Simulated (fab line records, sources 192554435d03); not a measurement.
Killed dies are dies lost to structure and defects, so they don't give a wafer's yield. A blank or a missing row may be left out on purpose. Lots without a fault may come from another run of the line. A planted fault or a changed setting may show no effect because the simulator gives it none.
fab line records | flow n5_finfet
record lots=9 wafers=27 last_day=18
route steps=1938 shown BEOL_M2@923 BEOL_M3@931 BEOL_M4@1111
lots that met no fault: from a run of the same line without faults
start_h: hours from the record's first day to the start of the lot's first wafer shown | wait_h: hours since the lot's step before | " the same as in the row above | L1.1+2: a row that stands for several wafers | - no value, or no start given | * or withheld: withheld | < > ~ a bound
route shown NAME@n: a module of which the file shows steps, and the number in the route of the first | usual: mean/standard deviation of fault-free wafers | same: alike in all rows | chamber/n: place in a boat | sites: the reading at each site | _std_site: their standard deviation | _edge_site: outer sites' mean less inner sites' | radius_mm: how far each site lies from the wafer's centre | mask NAME#n: copy n | behind: the tool/chamber that last shaped the wafer | hold: why the lot was held/for how many hours/how that ended | device: the transistor (n, p or np) that didn't switch | end of line: the same wafers' tests at the end of the route | a step without rows: its recipe alone | killed: dies lost to structure and defects at the first sort, not the wafer's yield | map: a wafer's dies, x killed, . not, _ none there
set.NAME: the setting as run; set.NAME@STEP: as run at that earlier step | model.NAME: the simulator's own value behind a step, which no gauge read
steps of the route over a sample of lots; a table a step, a row a wafer
services: from which hour (start_h, from the record's first day; less than 0 if before it) a tool's chamber was out of use, for how many hours, and why
## steps
# step N5_BEOL_M2_CMP_52
# recipe stop_on=SiOC t_overpolish_s=6.8 down_force_psi=1 platen_rpm=50 clearing_platen_down_force_psi=1.5 clearing_platen_rpm=50 post_cmp_clean=cu_alkaline target_thk_nm=40 clearing_platen_pad_velocity_m_s=0.99484 pad_velocity_m_s=0.99484
# usual barrier_field_endpoint_s=24.4/0.68 head_pressure_psi=1.0004/0.0023 motor_current_A=6.2/0.71 overpolish_run_s=6.799/0.0094 time_to_endpoint_s=61/3.4
# columns lot.wafer tool chamber start_h wait_h barrier_field_endpoint_s head_pressure_psi motor_current_A overpolish_run_s time_to_endpoint_s
L428.4 cmp-04 0 160.22 0.2 24.5 1.0008 6.4 6.802 63
L428.6 " 1 " " 24.1 0.9972 5.6 6.795 57
L428.5 " 2 " " 25.0 0.9995 5.3 6.793 64
L430.4 cmp-03 3 180.49 0.2 25.3 1.0065 6.4 6.803 66
L430.3 " 0 " " 24.4 0.9983 5.9 6.799 68
L430.6 " 1 " " 25.7 0.9962 6.1 6.812 68
L431.3 cmp-04 2 183.36 0.2 24.8 0.9981 5.7 6.801 65
L431.2 " 3 " " 22.8 0.9986 6.9 6.804 54
L431.4 " 1 " " 23.6 0.9996 5.5 6.793 57
L434.1 cmp-04 1 214.09 0.3 25.2 0.9986 5.5 6.802 64
L434.4 " 2 " " 25.5 1.0025 5.1 6.797 70
L434.3 " 3 " " 23.3 1.0005 6.9 6.798 59
L438.1 cmp-03 3 224.41 0.4 24.1 1.0010 6.2 6.800 64
L438.5 " 0 " " 24.8 0.9993 6.0 6.809 59
L438.6 " 1 " " 24.5 1.0013 6.3 6.808 63
L440.1 cmp-04 2 228.37 0.4 25.0 0.9999 5.5 6.782 66
L440.6 " 3 " " 24.6 0.9998 7.1 6.797 58
L440.5 " 0 " " 25.1 1.0015 6.3 6.793 63
L447.3 cmp-02 1 272.44 0.2 24.4 1.0031 7.7 6.797 63
L447.5 " 3 " " 24.9 1.0008 5.5 6.792 61
L447.6 " 0 " " 24.5 1.0007 6.4 6.808 60
L446.1 cmp-03 1 276.26 0.3 23.6 1.0012 6.1 6.808 63
L446.5 " 1 " " 24.5 1.0006 6.3 6.792 63
L446.6 " 2 " " 23.5 1.0020 5.5 6.807 59
L448.4 cmp-02 0 284.81 0.1 25.5 1.0020 6.4 6.804 63
L448.1 " 1 " " 24.5 1.0009 7.4 6.795 57
L448.2 " 3 " " 23.7 0.9997 5.4 6.808 57
# step N5_BEOL_M3_ILD_DEP_00
# recipe material=SiOC target_thk_a=790 temp_c=350 precursor=DEMS/O2 pressure_torr=5 rf_w=500 time_s=15.3
# usual heater_power_w=507/80 showerhead_plenum_p_Torr=5.698/0.012 throttle_valve_pct=12.2/0.93
# columns lot.wafer tool chamber start_h wait_h heater_power_w showerhead_plenum_p_Torr throttle_valve_pct
L428.4 pecvd-04 1 160.75 0.1 465 5.678 11.7
L428.5 " 2 " " 470 5.687 11.2
L428.6 " 0 " " 479 5.718 11.8
L430.3 pecvd-01 0 181.27 0.0 649 5.689 14.3
L430.4 " 0 " " 681 5.672 14.5
L430.6 " 2 " " 454 5.694 11.6
L431.2 pecvd-01 0 183.98 0.0 692 5.703 14.6
L431.3 " 1 " " 445 5.699 11.6
L431.4 " 0 " " 707 5.694 14.3
L434.1 pecvd-02 0 214.71 0.0 478 5.704 12.0
L434.3 " 0 " " 483 5.701 11.8
L434.4 " 1 " " 462 5.679 12.5
L438.1 pecvd-04 0 224.91 0.0 476 5.710 11.6
L438.5 " 1 " " 523 5.689 11.9
L438.6 " 2 " " 411 5.682 11.1
L440.1 pecvd-02 0 228.88 0.0 539 5.729 11.7
L440.5 " 1 " " 476 5.692 12.7
L440.6 " 0 " " 534 5.713 11.6
L447.3 pecvd-04 1 272.98 0.0 485 5.678 11.8
L447.5 " 2 " " 498 5.678 11.4
L447.6 " 0 " " 552 5.713 12.2
L446.1 pecvd-01 0 276.88 0.0 752 5.689 14.6
L446.5 " 0 " " 749 5.709 14.5
L446.6 " 2 " " 386 5.680 11.8
L448.1 pecvd-04 1 285.57 0.0 564 5.688 12.1
L448.2 " 0 " " 517 5.701 11.7
L448.4 " 1 " " 585 5.689 12.2
# step N5_BEOL_M3_ETCH_64
# recipe chemistry=N2/H2 target=SOC target_depth_a=750 overetch_a=150 mask_material=SiARC temp_c=40 time_s=112.5 ion_energy_ev=200 pressure_mtorr=30 source_w=840 bias_w=150 n2_flow_sccm=200 h2_flow_sccm=200
# usual bias_w=150.0/0.44 drypump_motor_current_A=5.6/0.52 oes_product_au=0.64/0.061 rf_vpp_V=524/3.1 showerhead_plenum_p_Torr=2.57/0.11 temp_c=40.02/0.12 throttle_valve_pct=17.97/0.22
# columns lot.wafer tool chamber start_h wait_h bias_w drypump_motor_current_A oes_product_au rf_hours_counter_h rf_vpp_V showerhead_plenum_p_Torr temp_c throttle_valve_pct
L428.4 rie_diel-04 2 162.64 0.1 149.8 6.1 0.69 - 528 2.70 40.08 18.02
L428.5 " 1 " " 150.0 5.2 0.56 - 522 2.51 40.14 17.83
L428.6 " 3 " " 149.7 6.2 0.63 - 522 2.48 40.05 18.22
L430.3 rie_diel-05 1 183.85 0.0 149.4 6.3 0.56 198 523 2.54 40.06 18.25
L430.4 " 2 " " 149.6 5.5 0.63 90 521 2.46 39.84 17.87
L430.6 " 1 " " 149.3 6.3 0.56 - 523 2.54 40.13 18.26
L431.2 rie_diel-02 2 185.41 0.0 150.1 5.9 0.69 32 528 2.71 39.91 17.82
L431.3 " 1 " " 149.4 5.1 0.74 9 522 2.49 40.14 17.86
L431.4 " 3 " " 149.6 5.7 0.72 22 523 2.51 40.09 17.97
L434.1 rie_diel-02 1 218.16 0.0 150.1 5.1 0.71 22 522 2.49 40.17 17.88
L434.3 " 2 " " 150.7 5.9 0.68 44 528 2.70 40.17 17.82
L434.4 " 3 " " 149.9 5.7 0.71 33 522 2.50 40.17 18.01
L438.1 rie_diel-05 1 226.23 0.0 149.5 6.3 0.56 205 522 2.54 40.09 18.28
L438.5 " 1 " " 149.7 6.3 0.56 - 523 2.54 40.07 18.28
L438.6 " 2 " " 150.0 5.5 0.63 - 520 2.46 40.19 17.88
L440.1 rie_diel-04 1 230.13 0.0 149.4 5.2 0.55 240 524 2.50 39.96 17.86
L440.5 " 0 " " 150.1 4.8 0.70 - 528 2.72 39.88 17.61
L440.6 " 3 " " 150.2 6.2 0.61 - 521 2.47 40.08 18.28
L447.3 rie_diel-02 0 276.33 0.0 150.2 5.7 0.55 220 522 2.52 39.99 18.12
L447.5 " 0 " " 150.4 5.7 0.55 - 524 2.52 40.16 18.10
L447.6 " 3 " " 131.6 5.7 0.69 - 482 2.50 40.00 18.02
L446.1 rie_diel-02 0 278.30 0.0 150.3 5.7 0.56 221 523 2.52 39.96 18.13
L446.5 " 0 " " 149.5 5.7 0.55 - 524 2.52 40.03 18.12
L446.6 " 3 " " 132.0 5.7 0.68 - 481 2.50 39.92 18.02
L448.1 rie_diel-04 0 288.35 0.0 150.7 4.8 0.67 41 529 2.71 40.00 17.67
L448.2 " 1 " " 149.4 5.2 0.78 1 523 2.49 39.87 17.51
L448.4 " 3 " " 150.9 6.2 0.60 155 520 2.46 39.97 18.30
# step N5_BEOL_M3_HM_OPEN_17
# recipe chemistry=Cl2/BCl3 target_depth_a=200 overetch_a=60 target=TiN mask_material=SOC ion_energy_ev=150 pressure_mtorr=10 icp_w=1000 bias_w=126 Cl2_flow_sccm=53.25 bcl3_flow_sccm=21.75 Ar_flow_sccm=25
# usual drypump_motor_current_A=5.63/0.28 oes_product_au=0.69/0.11 throttle_valve_pct=22.1/0.32
# columns lot.wafer tool chamber start_h wait_h drypump_motor_current_A oes_product_au rf_hours_counter_h throttle_valve_pct
L428.4 rie_metal-03 0 162.78 0.1 5.95 0.83 - 21.8
L428.5 " 0 " " 5.96 0.83 - 21.8
L428.6 " 1 " " 5.26 0.73 - 21.9
L430.3 rie_metal-02 1 184.04 0.1 5.88 0.53 - 22.6
L430.4 " 0 " " 5.80 0.51 - 22.5
L430.6 " 0 " " 5.79 0.51 - 22.5
L431.2 rie_metal-02 0 185.58 0.0 5.81 0.51 132 22.5
L431.3 " 0 " " 5.80 0.51 - 22.5
L431.4 " 1 " " 5.89 0.53 - 22.6
L434.1 rie_metal-02 1 218.33 0.0 5.90 0.53 115 22.6
L434.3 " 1 " " 5.91 0.53 - 22.6
L434.4 " 1 " " 5.90 0.53 - 22.6
L438.1 rie_metal-02 1 226.40 0.0 5.90 0.51 116 22.6
L438.5 " 1 " " 5.92 0.51 - 22.6
L438.6 " 1 " " 5.92 0.52 - 22.6
L440.1 rie_metal-02 0 230.31 0.0 5.75 0.86 0 22.4
L440.5 " 1 " " 5.90 0.52 - 22.6
L440.6 " 0 " " 5.77 0.86 - 22.4
L447.3 rie_metal-01 0 276.53 0.1 5.60 0.73 - 22.0
L447.5 " 1 " " 5.39 0.57 - 22.6
L447.6 " 0 " " 5.60 0.72 - 22.0
L446.1 rie_metal-01 1 278.47 0.0 5.37 0.57 80 22.6
L446.5 " 0 " " 5.57 0.71 - 22.0
L446.6 " 1 " " 5.36 0.57 - 22.6
L448.1 rie_metal-03 0 288.52 0.0 5.92 0.76 10 21.8
L448.2 " 1 " " 5.28 0.71 29 21.9
L448.4 " 1 " " 5.28 0.71 - 21.9
# step N5_BEOL_M4_RC_MEAS_101
# usual DIBL_N=36.4/1.6 DIBL_P=36.2/1.8 IOFF_N=0.159/0.029 IOFF_P=0.21/0.034 ION_N=670/12 ION_P=459/8.2 SS_N=71.5/0.59 SS_P=73.2/0.54 VT_N=250/3.3 VT_P=-250/3.7
# columns lot.wafer tool chamber start_h wait_h DIBL_N[mV/V] DIBL_P[mV/V] IOFF_N[nA/um] IOFF_P[nA/um] ION_N[uA/um] ION_P[uA/um] SS_N[mV/dec] SS_P[mV/dec] VT_N[mV] VT_P[mV]
L428.4 prober-02 0 204.10 0.5 34.8 33.3 0.133 0.20 674 465 70.2 73.3 252 -249
L428.5 " 0 " " 37.0 35.7 0.170 0.24 685 464 71.5 72.6 248 -247
L428.6 " 0 " " 36.3 34.5 0.144 0.22 658 459 71.6 73.3 252 -247
L430.3 prober-01 0 211.86 0.3 37.4 39.1 0.216 0.26 689 473 71.9 73.9 241 -246
L430.4 " 0 " " 34.0 34.9 0.136 0.20 673 460 70.8 73.1 251 -253
L430.6 " 0 " " 35.3 35.5 0.154 0.19 667 454 71.1 73.5 250 -253
L431.2 prober-02 0 217.85 0.2 33.8 34.1 0.128 0.17 663 456 71.1 72.2 251 -250
L431.3 " 0 " " 38.0 39.1 0.205 0.24 686 462 72.1 73.4 247 -246
L431.4 " 0 " " 36.7 37.2 0.165 0.19 679 464 71.7 73.5 248 -254
L434.1 prober-01 0 256.60 0.0 35.4 35.6 0.146 0.17 671 458 71.8 72.9 250 -255
L434.3 " 0 " " 34.2 34.4 0.130 0.15 657 442 72.3 72.1 255 -256
L434.4 " 0 " " 36.1 38.2 0.167 0.20 672 455 72.0 73.4 249 -251
L440.1 prober-02 0 258.39 0.0 35.5 35.8 0.130 0.20 656 452 71.0 73.0 253 -251
L440.5 " 0 " " 35.2 35.1 0.126 0.18 668 461 70.8 72.8 254 -252
L440.6 " 0 " " 36.1 32.9 0.127 0.15 643 445 72.0 72.8 256 -255
L438.1 prober-01 0 272.43 0.0 36.2 35.0 0.141 0.21 664 462 71.5 73.0 252 -249
L438.5 " 0 " " 36.7 34.4 0.149 0.19 656 459 71.7 72.9 253 -251
L438.6 " 0 " " 35.9 33.1 0.131 0.19 669 460 70.6 72.8 250 -251
L446.1 prober-02 0 304.09 0.0 39.1 37.3 0.199 0.22 683 460 71.9 73.5 247 -250
L446.5 " 0 " " 38.5 36.3 0.188 0.21 695 470 71.4 73.1 245 -250
L446.6 " 0 " " 39.0 38.0 0.196 0.25 679 462 71.4 73.4 245 -246
L447.3 prober-02 0 311.25 0.3 35.5 34.9 0.113 0.14 649 443 71.2 72.3 257 -262
L447.5 " 0 " " 38.6 39.7 0.190 0.20 673 453 72.2 73.7 250 -253
L447.6 " 0 " " 36.9 37.1 0.152 0.16 675 455 71.9 72.9 251 -258
L448.1 prober-01 0 331.48 0.0 36.1 37.1 0.157 0.22 657 458 71.7 73.4 253 -250
L448.2 " 0 " " 37.3 39.1 0.196 0.26 689 472 71.7 73.6 247 -248
L448.4 " 0 " " 33.1 34.9 0.117 0.19 652 460 70.8 72.5 253 -250
## services
# columns tool chamber start_h hours kind
rie_diel-04 3 138.80 6.5 repair
cmp-03 - 144.78 18.1 pm
pecvd-01 - 145.35 0.5 repair
rie_diel-02 2 146.85 7.3 repair
pecvd-02 - 149.95 0.2 repair
cmp-04 - 154.17 0.5 repair
pecvd-01 - 157.26 0.6 repair
pecvd-02 - 163.60 0.6 repair
cmp-03 - 166.26 1.2 repair
rie_metal-03 0 169.63 1.4 repair
cmp-03 - 171.73 1.7 repair
rie_diel-02 - 174.45 5.9 repair
pecvd-02 - 181.91 2.8 pm
cmp-03 - 183.05 3.6 repair
rie_metal-02 - 196.79 10.0 pm
rie_diel-05 - 207.71 14.6 pm
cmp-04 - 217.00 5.3 pm
rie_diel-02 3 253.47 2.3 repair
pecvd-01 - 256.66 1.3 repair
cmp-03 - 263.43 1.4 repair
cmp-04 - 265.21 0.9 repair
rie_metal-02 1 267.63 2.0 repair
cmp-04 - 272.46 1.0 repair
cmp-03 - 286.11 1.6 repair
## key
first_sign step=N5_BEOL_M3_ETCH_64 reading=bias_w direction=down sigmas=41 usual=* struck=*
effect step=N5_BEOL_M3_ETCH_64 reading=rf_vpp_V direction=down sigmas=14 usual=524 struck=482
met_at N5_BEOL_M3_ETCH_64
struck_lots L446,L447
struck_wafers L446.6,L447.6
not_acting_at N5_BEOL_M2_CMP_52,N5_BEOL_M3_ILD_DEP_00,N5_BEOL_M3_HM_OPEN_17
onset_between 218.16 276.33
fault kind=process_parameter_drift tool=rie_diel-02 chamber=3 onset_h=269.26 steps=N5_BEOL_M3_ETCH_64 channel=bias_w offset=* shape=step end_h=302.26 acts_in=* stated=*
